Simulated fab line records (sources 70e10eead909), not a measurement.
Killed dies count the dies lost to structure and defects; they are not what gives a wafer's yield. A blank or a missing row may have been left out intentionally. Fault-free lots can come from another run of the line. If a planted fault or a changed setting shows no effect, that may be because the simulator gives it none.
fab line records -- flow nand-harc
record: lots: 6, wafers: 18, last-day: 33
route steps=1302 shown A_STAIRCASE@699 END@1302
lots untouched by any fault: they come from a run of this same line in which no faults occurred
start-h: hours from the record's opening day to when the first of the lot's shown wafers began -- wait-h: how many hours have passed since the lot's step before this one -- " unchanged from the row above -- L1.1+2: a single row standing in for several wafers -- - value missing, or start not given -- * or withheld: withheld -- < > ~ a bound
route shown NAME@n: a module of which the file shows steps, and the number in the route of the first -- usual: mean and standard deviation over wafers with no fault -- same: alike in all rows -- chamber/n: place in a boat -- sites: per-site readings -- _std_site: standard deviation of those values -- _edge_site: the outer-site mean with the inner-site mean subtracted -- radius-mm: for every site, how far away it sits from the centre of the wafer -- mask NAME#n: copy n -- behind: the tool/chamber that last shaped the wafer -- hold: what put the lot on hold/how long, in hours/how the hold closed -- device: the transistor (n, p or np) that didn't switch -- end of line: tests run on the same wafers once the route is complete -- for a step that has no rows: nothing shown but its recipe -- killed: at the first sort, the dies lost to defects and structure; wafer yield is something else -- map: a wafer's dies, marking killed ones x, the rest . and places with no die _
set.NAME: the run value of the setting; set.NAME@STEP: its run value at that earlier step -- model.NAME: the simulator's own value behind a step, which no gauge read
lots at some steps of the route; a table a step, a row a wafer
services: the hour from which a tool's chamber was out of use, counted from the record's first day as start-h (under 0 if before that day), plus the number of hours and why
== steps ==
step: NHARC_A_STAIRCASE_HARDBAKE_185
recipe: temp-c: 120, time-s: 140
step: NHARC_A_STAIRCASE_DESCUM_186
recipe: time-s: 3, o2-flow-sccm: 200, ar-flow-sccm: 0, bias-power-w: 0, chemistry: O2
usual: drypump-motor-current-A: 6.12/0.25, oes-product-au: 1.000/0.0088, rf-vpp-V: 57.6/0.89, showerhead-plenum-p-Torr: 1.91/0.1, throttle-valve-pct: 11.311/0.0087
lot.wafer,tool,chamber,start-h,wait-h,drypump-motor-current-A,oes-product-au,rf-hours-counter-h,rf-vpp-V,showerhead-plenum-p-Torr,throttle-valve-pct
L986.4,rie-diel-05,2,391.79,-,6.12,0.995,44,57.2,1.83,11.311
L986.2,rie-diel-05,3,391.79,-,6.38,1.010,48,57.8,1.77,11.312
L986.6,rie-diel-05,2,391.79,-,6.13,0.993,-,57.3,1.83,11.296
L989.2,rie-diel-05,1,416.40,-,6.08,1.001,0,57.4,1.86,11.320
L989.1,rie-diel-05,2,416.40,-,6.14,0.997,0,57.5,1.83,11.300
L989.4,rie-diel-05,0,416.40,-,5.86,1.018,0,57.4,1.88,11.304
L997.3,rie-diel-05,2,498.79,-,6.11,0.986,30,56.6,1.82,11.316
L997.4,rie-diel-05,3,498.79,-,6.40,0.988,29,57.7,2.07,11.310
L997.2,rie-diel-05,0,498.79,-,5.87,0.996,17,56.4,1.87,11.312
L101.1,rie-diel-05,2,529.18,-,6.10,1.006,41,57.2,1.82,11.303
L101.3,rie-diel-05,0,529.18,-,5.79,1.009,32,56.5,1.87,11.309
L101.6,rie-diel-05,2,529.18,-,6.12,1.006,-,56.9,1.82,11.335
L103.2,rie-diel-08,2,563.67,-,6.31,1.003,1,58.2,2.06,11.315
L103.3,rie-diel-08,1,563.67,-,5.91,1.016,1,59.0,2.04,11.322
L103.5,rie-diel-08,3,563.67,-,6.27,1.003,-,57.2,1.82,11.318
L105.2,rie-diel-08,1,576.69,-,5.92,1.004,4,58.1,2.04,11.307
L105.3,rie-diel-08,3,576.69,-,6.28,1.005,5,56.2,1.82,11.303
L105.5,rie-diel-08,1,576.69,-,5.93,1.014,-,56.2,2.04,11.320
step: NHARC_A_STAIRCASE_TRIM_187
recipe: time-s: 211.2, o2-flow-sccm: 500, ar-flow-sccm: 0, bias-w: 0, chemistry: O2
usual: drypump-motor-current-A: 6.13/0.26, oes-product-au: 1.000/0.0087, rf-vpp-V: 57.7/0.92, showerhead-plenum-p-Torr: 3.52/0.17, throttle-valve-pct: 17.036/0.0094
lot.wafer,tool,chamber,start-h,wait-h,drypump-motor-current-A,oes-product-au,rf-hours-counter-h,rf-vpp-V,showerhead-plenum-p-Torr,throttle-valve-pct
L986.2,rie-diel-05,2,391.89,0.1,6.14,1.000,44,57.1,3.39,17.022
L986.4,rie-diel-05,0,391.89,0.1,5.86,1.013,50,57.4,3.47,17.050
L986.6,rie-diel-05,3,391.89,0.1,6.41,1.005,-,56.0,3.28,17.033
L989.1,rie-diel-05,3,416.49,0.1,6.43,0.998,0,58.1,3.81,17.027
L989.2,rie-diel-05,1,416.49,0.1,6.09,1.002,0,56.7,3.44,17.035
L989.4,rie-diel-05,2,416.49,0.1,6.13,1.003,0,57.0,3.38,17.026
L997.3,rie-diel-05,0,498.87,0.1,5.81,1.003,17,58.5,3.46,17.043
L997.2,rie-diel-05,1,498.87,0.1,6.05,0.986,28,56.5,3.42,17.025
L997.4,rie-diel-05,2,498.87,0.1,6.15,0.991,30,57.2,3.37,17.041
L101.1,rie-diel-05,0,529.27,0.1,5.88,1.003,32,56.1,3.45,17.040
L101.3,rie-diel-05,1,529.27,0.1,6.05,0.988,41,56.6,3.42,17.037
L101.6,rie-diel-05,1,529.27,0.1,6.07,0.982,-,58.3,3.42,17.027
L103.3,rie-diel-08,3,563.77,0.1,6.28,1.009,1,57.1,3.38,17.039
L103.2,rie-diel-08,1,563.77,0.1,5.93,1.015,1,57.5,3.74,17.043
L103.5,rie-diel-08,2,563.77,0.1,6.31,1.004,-,59.1,3.78,17.051
L105.2,rie-diel-08,1,576.78,0.1,5.93,1.011,4,58.4,3.74,17.032
L105.3,rie-diel-08,0,576.78,0.1,6.40,0.997,5,59.1,3.53,17.011
L105.5,rie-diel-08,2,576.78,0.1,6.30,0.997,-,56.8,3.77,17.035
step: NHARC_A_STAIRCASE_ETCH_188
recipe: target-depth-a: 1000, time-s: 40.5, ion-energy-ev: 400, c4f8-flow-sccm: 20, o2-flow-sccm: 10, ar-flow-sccm: withheld, rf-w: 600, bias-w: 1000, chemistry: C4F8/O2
step: NHARC_A_STAIRCASE_TRIM_189
recipe: time-s: 211.2, o2-flow-sccm: 500, ar-flow-sccm: 0, bias-w: 0, chemistry: O2
usual: drypump-motor-current-A: 6.15/0.26, oes-product-au: 1.001/0.0086, rf-vpp-V: 57.7/0.85, showerhead-plenum-p-Torr: 3.52/0.17, throttle-valve-pct: 17.036/0.0095
lot.wafer,tool,chamber,start-h,wait-h,drypump-motor-current-A,oes-product-au,rf-hours-counter-h,rf-vpp-V,showerhead-plenum-p-Torr,throttle-valve-pct
L986.4,rie-diel-05,2,-,-,6.14,1.008,44,58.3,3.39,17.029
L986.2,rie-diel-05,3,-,-,6.39,1.015,48,57.4,3.28,17.047
L986.6,rie-diel-05,3,-,-,6.39,1.006,-,56.5,3.28,17.031
L989.4,rie-diel-05,1,-,-,6.07,1.016,0,56.5,3.44,17.028
L989.1,rie-diel-05,3,-,-,6.41,0.987,0,57.3,3.81,17.044
L989.2,rie-diel-05,0,-,-,5.84,1.011,0,57.8,3.47,17.030
L997.3,rie-diel-05,2,-,-,6.13,1.003,30,56.7,3.37,17.036
L997.2,rie-diel-05,3,-,-,6.40,1.002,29,58.1,3.79,17.038
L997.4,rie-diel-05,1,-,-,6.07,0.992,28,56.9,3.42,17.039
L101.1,rie-diel-05,3,-,-,6.41,0.984,42,59.1,3.78,17.051
L101.3,rie-diel-05,0,-,-,5.83,0.995,32,58.2,3.45,17.047
L101.6,rie-diel-05,3,-,-,6.40,0.987,-,59.4,3.78,17.024
L103.3,rie-diel-08,3,-,-,6.28,1.008,2,58.1,3.38,17.044
L103.2,rie-diel-08,0,-,-,6.44,1.003,2,57.9,3.53,17.035
L103.5,rie-diel-08,0,-,-,6.43,0.996,-,57.5,3.53,17.052
L105.2,rie-diel-08,0,-,-,6.43,1.005,5,58.7,3.52,17.051
L105.3,rie-diel-08,1,-,-,5.94,1.007,4,58.7,3.74,17.036
L105.5,rie-diel-08,1,-,-,5.94,0.996,-,59.4,3.74,17.031
step: NHARC_A_STAIRCASE_ETCH_190
recipe: target-depth-a: 1000, time-s: 40.5, ion-energy-ev: 400, c4f8-flow-sccm: 20, o2-flow-sccm: 10, ar-flow-sccm: withheld, rf-w: 600, bias-w: 1000, chemistry: C4F8/O2
usual: oes-product-au: 0.943/0.0095, rf-vpp-V: 896/6.1
lot.wafer,tool,chamber,start-h,wait-h,oes-product-au,rf-hours-counter-h,rf-vpp-V
L986.2,rie-diel-05,1,-,-,0.938,46,893
L986.4,rie-diel-05,3,-,-,0.942,48,886
L986.6,rie-diel-05,1,-,-,0.944,-,893
L989.1,rie-diel-05,1,-,-,0.943,0,892
L989.2,rie-diel-05,3,-,-,0.954,0,906
L989.4,rie-diel-05,0,-,-,0.954,0,894
L997.3,rie-diel-05,2,-,-,0.939,30,890
L997.2,rie-diel-05,0,-,-,0.938,17,893
L997.4,rie-diel-05,1,-,-,0.931,28,892
L101.1,rie-diel-05,0,-,-,0.935,32,892
L101.3,rie-diel-05,3,-,-,0.939,42,904
L101.6,rie-diel-05,0,-,-,0.949,-,895
L103.3,rie-diel-08,2,-,-,0.942,1,907
L103.2,rie-diel-08,3,-,-,0.948,2,890
L103.5,rie-diel-08,1,-,-,0.964,-,902
L105.3,rie-diel-08,2,-,-,0.952,4,904
L105.2,rie-diel-08,3,-,-,0.964,5,890
L105.5,rie-diel-08,1,-,-,0.950,-,904
step: NHARC_A_STAIRCASE_TRIM_191
recipe: time-s: 211.2, o2-flow-sccm: 500, ar-flow-sccm: 0, bias-w: 0, chemistry: O2
step: NHARC_A_STAIRCASE_ETCH_192
recipe: target-depth-a: 1000, time-s: 40.5, ion-energy-ev: 400, c4f8-flow-sccm: 20, o2-flow-sccm: 10, ar-flow-sccm: withheld, rf-w: 600, bias-w: 1000, chemistry: C4F8/O2
step: NHARC_A_STAIRCASE_TRIM_193
recipe: time-s: 211.2, o2-flow-sccm: 500, ar-flow-sccm: 0, bias-w: 0, chemistry: O2
usual: drypump-motor-current-A: 6.13/0.27, oes-product-au: 1.001/0.0083, rf-vpp-V: 57.9/0.86, showerhead-plenum-p-Torr: 3.52/0.17, throttle-valve-pct: 17.035/0.0098
lot.wafer,tool,chamber,start-h,wait-h,drypump-motor-current-A,oes-product-au,rf-hours-counter-h,rf-vpp-V,showerhead-plenum-p-Torr,throttle-valve-pct
L986.4,rie-diel-05,0,-,-,5.83,1.018,50,57.1,3.47,17.021
L986.2,rie-diel-05,2,-,-,6.13,1.001,45,58.7,3.39,17.060
L986.6,rie-diel-05,3,-,-,6.41,1.003,-,55.6,3.28,17.026
L989.2,rie-diel-05,3,-,-,6.40,0.998,0,59.9,3.81,17.016
L989.1,rie-diel-05,0,-,-,5.80,1.014,0,58.5,3.47,17.042
L989.4,rie-diel-05,2,-,-,6.12,1.003,0,58.8,3.38,17.033
L997.4,rie-diel-05,1,-,-,6.09,0.994,28,57.6,3.42,17.040
L997.3,rie-diel-05,2,-,-,6.13,0.996,31,57.4,3.37,17.056
L997.2,rie-diel-05,3,-,-,6.39,0.992,30,57.9,3.79,17.036
L101.1,rie-diel-05,1,-,-,6.07,0.998,41,57.6,3.42,17.022
L101.3,rie-diel-05,3,-,-,6.42,1.001,42,58.8,3.78,17.015
L101.6,rie-diel-05,1,-,-,6.09,0.997,-,57.8,3.42,17.025
L103.2,rie-diel-08,2,-,-,6.32,1.013,2,58.4,3.78,17.028
L103.3,rie-diel-08,3,-,-,6.27,1.005,2,58.2,3.37,17.040
L103.5,rie-diel-08,1,-,-,5.94,1.010,-,58.0,3.74,17.024
L105.2,rie-diel-08,1,-,-,5.95,1.011,5,57.5,3.74,17.037
L105.3,rie-diel-08,2,-,-,6.36,1.003,4,58.3,3.77,17.042
L105.5,rie-diel-08,1,-,-,5.94,1.007,-,57.5,3.74,17.034
step: NHARC_A_STAIRCASE_ETCH_194
recipe: target-depth-a: 1000, time-s: 40.5, ion-energy-ev: 400, c4f8-flow-sccm: 20, o2-flow-sccm: 10, ar-flow-sccm: withheld, rf-w: 600, bias-w: 1000, chemistry: C4F8/O2
step: NHARC_A_STAIRCASE_TRIM_196
recipe: time-s: 211.2, o2-flow-sccm: 500, ar-flow-sccm: 0, bias-w: 0, chemistry: O2
step: NHARC_A_STAIRCASE_ETCH_197
recipe: target-depth-a: 1000, time-s: 40.5, ion-energy-ev: 400, c4f8-flow-sccm: 20, o2-flow-sccm: 10, ar-flow-sccm: withheld, rf-w: 600, bias-w: 1000, chemistry: C4F8/O2
usual: oes-product-au: 0.949/0.014, rf-vpp-V: 896/6.4
lot.wafer,tool,chamber,start-h,wait-h,oes-product-au,rf-hours-counter-h,rf-vpp-V
L986.4,rie-diel-05,2,393.20,-,0.949,45,891
L986.2,rie-diel-05,0,393.20,-,0.966,51,895
L986.6,rie-diel-05,2,393.20,-,0.946,-,890
L989.4,rie-diel-08,2,417.71,-,0.978,11,905
L989.2,rie-diel-08,3,417.71,-,0.941,10,892
L989.1,rie-diel-08,0,417.71,-,0.953,14,896
L997.3,rie-diel-05,3,500.38,-,0.935,30,905
L997.4,rie-diel-05,0,500.38,-,1.152,18,893
L997.2,rie-diel-05,2,500.38,-,0.937,31,890
L101.3,rie-diel-05,0,530.50,-,1.185,32,892
L101.1,rie-diel-05,1,530.50,-,0.946,41,892
L101.6,rie-diel-05,2,530.50,-,0.937,-,890
L103.3,rie-diel-09,2,564.97,-,0.958,20,888
L103.2,rie-diel-09,1,564.97,-,0.954,18,901
L103.5,rie-diel-09,3,564.97,-,0.972,-,899
L105.2,rie-diel-08,3,578.04,-,0.943,5,890
L105.3,rie-diel-08,0,578.04,-,0.935,6,896
L105.5,rie-diel-08,2,578.04,-,0.948,-,904
step: NHARC_A_STAIRCASE_TRIM_198
recipe: time-s: 211.2, o2-flow-sccm: 500, ar-flow-sccm: 0, bias-w: 0, chemistry: O2
step: NHARC_END_SORT_01
recipe: temp-c: 25
usual: killed-at-array: 59/20, killed-at-other: 0.8/1.2, killed-at-periphery: 3.5/2.2, killed-dies: 63/20, killed-open: 3.3/1.8, killed-short: 2.6/1.7
same: gross-dies: 677
lot.wafer,tool,chamber,start-h,wait-h,killed-at-array,killed-at-other,killed-at-periphery,killed-dies,killed-open,killed-short
L997.4,prober-02,0,695.55,3.4,670,1,6,677,1,6
L101.3,prober-01,0,736.97,3.1,671,1,5,677,4,4
killed by level:class
L997.4 A_STAIRCASE:area-etch=598 A_SLIT:chamber-film-flake=39 A_CHANNEL_HOLE_D2:chamber-film-flake=14 A_CHANNEL_HOLE_D1:chamber-film-flake=6 A_CONTACT:chamber-film-flake=6 A_ONON_D1:geometric-particle:short=2 P_CONTACT:chamber-film-flake=2 A_DECK1_JOINT:geometric-particle:short=2
L101.3 A_STAIRCASE:area-etch=587 A_SLIT:chamber-film-flake=29 A_CHANNEL_HOLE_D1:chamber-film-flake=25 A_CHANNEL_HOLE_D2:chamber-film-flake=19 A_SGD_CUT:geometric-particle:short=2 A_SGD_CUT:chamber-film-flake=2 A_CONTACT:chamber-film-flake=2 P_GATE:geometric-particle:open=1
map L997.4 (x killed, . not)
____________x____________
_________xxxxxxx_________
_______xxxxxxxxxxx_______
______xxxxxxxxxxxxx______
_____xxxxxxxxxxxxxxx_____
____xxxxxxxxxxxxxxxxx____
____xxxxxxxxxxxxxxxxx____
___xxxxxxxxxxxxxxxxxxx___
___xxxxxxxxxxxxxxxxxxx___
__xxxxxxxxxxxxxxxxxxxxx__
__xxxxxxxxxxxxxxxxxxxxx__
_xxxxxxxxxxxxxxxxxxxxxxx_
_xxxxxxxxxxxxxxxxxxxxxxx_
_xxxxxxxxxxxxxxxxxxxxxxx_
_xxxxxxxxxxxxxxxxxxxxxxx_
_xxxxxxxxxxxxxxxxxxxxxxx_
xxxxxxxxxxxxxxxxxxxxxxxxx
xxxxxxxxxxxxxxxxxxxxxxxxx
xxxxxxxxxxxxxxxxxxxxxxxxx
xxxxxxxxxxxxxxxxxxxxxxxxx
xxxxxxxxxxxxxxxxxxxxxxxxx
_xxxxxxxxxxxxxxxxxxxxxxx_
_xxxxxxxxxxxxxxxxxxxxxxx_
_xxxxxxxxxxxxxxxxxxxxxxx_
_xxxxxxxxxxxxxxxxxxxxxxx_
_xxxxxxxxxxxxxxxxxxxxxxx_
__xxxxxxxxxxxxxxxxxxxxx__
__xxxxxxxxxxxxxxxxxxxxx__
___xxxxxxxxxxxxxxxxxxx___
___xxxxxxxxxxxxxxxxxxx___
____xxxxxxxxxxxxxxxxx____
____xxxxxxxxxxxxxxxxx____
_____xxxxxxxxxxxxxxx_____
______xxxxxxxxxxxxx______
_______xxxxxxxxxxx_______
_________xxxxxxx_________
____________x____________
map L101.3 (x killed, . not)
____________x____________
_________xxxxxxx_________
_______xxxxxxxxxxx_______
______xxxxxxxxxxxxx______
_____xxxxxxxxxxxxxxx_____
____xxxxxxxxxxxxxxxxx____
____xxxxxxxxxxxxxxxxx____
___xxxxxxxxxxxxxxxxxxx___
___xxxxxxxxxxxxxxxxxxx___
__xxxxxxxxxxxxxxxxxxxxx__
__xxxxxxxxxxxxxxxxxxxxx__
_xxxxxxxxxxxxxxxxxxxxxxx_
_xxxxxxxxxxxxxxxxxxxxxxx_
_xxxxxxxxxxxxxxxxxxxxxxx_
_xxxxxxxxxxxxxxxxxxxxxxx_
_xxxxxxxxxxxxxxxxxxxxxxx_
xxxxxxxxxxxxxxxxxxxxxxxxx
xxxxxxxxxxxxxxxxxxxxxxxxx
xxxxxxxxxxxxxxxxxxxxxxxxx
xxxxxxxxxxxxxxxxxxxxxxxxx
xxxxxxxxxxxxxxxxxxxxxxxxx
_xxxxxxxxxxxxxxxxxxxxxxx_
_xxxxxxxxxxxxxxxxxxxxxxx_
_xxxxxxxxxxxxxxxxxxxxxxx_
_xxxxxxxxxxxxxxxxxxxxxxx_
_xxxxxxxxxxxxxxxxxxxxxxx_
__xxxxxxxxxxxxxxxxxxxxx__
__xxxxxxxxxxxxxxxxxxxxx__
___xxxxxxxxxxxxxxxxxxx___
___xxxxxxxxxxxxxxxxxxx___
____xxxxxxxxxxxxxxxxx____
____xxxxxxxxxxxxxxxxx____
_____xxxxxxxxxxxxxxx_____
______xxxxxxxxxxxxx______
_______xxxxxxxxxxx_______
_________xxxxxxx_________
____________x____________
== services ==
tool,chamber,start-h,hours,kind
rie-diel-08,-,370.21,9.0,pm
rie-diel-05,0,385.83,-,clean
rie-diel-05,1,385.83,-,clean
rie-diel-05,2,385.83,-,clean
rie-diel-05,3,385.83,-,clean
rie-diel-05,-,406.94,9.0,pm
rie-diel-05,0,406.94,9.0,vent-cycle
rie-diel-05,1,406.94,9.0,vent-cycle
rie-diel-05,2,406.94,9.0,vent-cycle
rie-diel-05,3,406.94,9.0,vent-cycle
rie-diel-08,3,412.08,4.3,repair
rie-diel-05,0,415.94,-,clean
rie-diel-05,1,415.94,-,clean
rie-diel-05,2,415.94,-,clean
rie-diel-05,3,415.94,-,clean
rie-diel-05,3,415.94,-,consumable-replace:focus-ring
rie-diel-05,3,415.94,-,consumable-replace:showerhead
rie-diel-05,1,427.45,4.4,repair
rie-diel-05,0,442.46,-,clean
rie-diel-05,0,450.35,27.5,repair
rie-diel-08,1,488.52,14.4,repair
rie-diel-09,-,498.03,9.0,pm
rie-diel-09,1,527.53,4.6,repair
rie-diel-08,-,547.21,9.0,pm
== key ==
first-sign: step: NHARC_A_STAIRCASE_ETCH_197, reading: oes-product-au, direction: up, sigmas: 15, usual: 0.949, struck: 1.169
effect: step: NHARC_END_SORT_01, reading: killed-at-array, direction: up, sigmas: 31, usual: 59, struck: 670
more-kills-born-at: NHARC_A_STAIRCASE_ETCH_197@rie-diel-05: 1185
met-at NHARC_A_STAIRCASE_ETCH_197
struck-wafers L997.4,L101.3
later-rows-left-out L997.4,L101.3
tester-left-out L997,L101
onset-between 393.20 500.38
fault: kind: process-parameter-drift, tool: rie-diel-05, chamber: 0, onset-h: 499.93, steps: NHARC_A_STAIRCASE_ETCH_197, channel: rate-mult, offset: 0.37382, shape: step, end-h: 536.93
tester-left-out: of these lots the tester's yield and bins aren't shown, on N5 and GAA mostly nor the transistor test; their killed dies are dies lost to structure and defects alone, not to doping, threshold or leakage, so they don't give the yield
later-rows-left-out: the simulator's readings of these wafers behind a module that went badly wrong aren't trusted and aren't shown, but for the sort
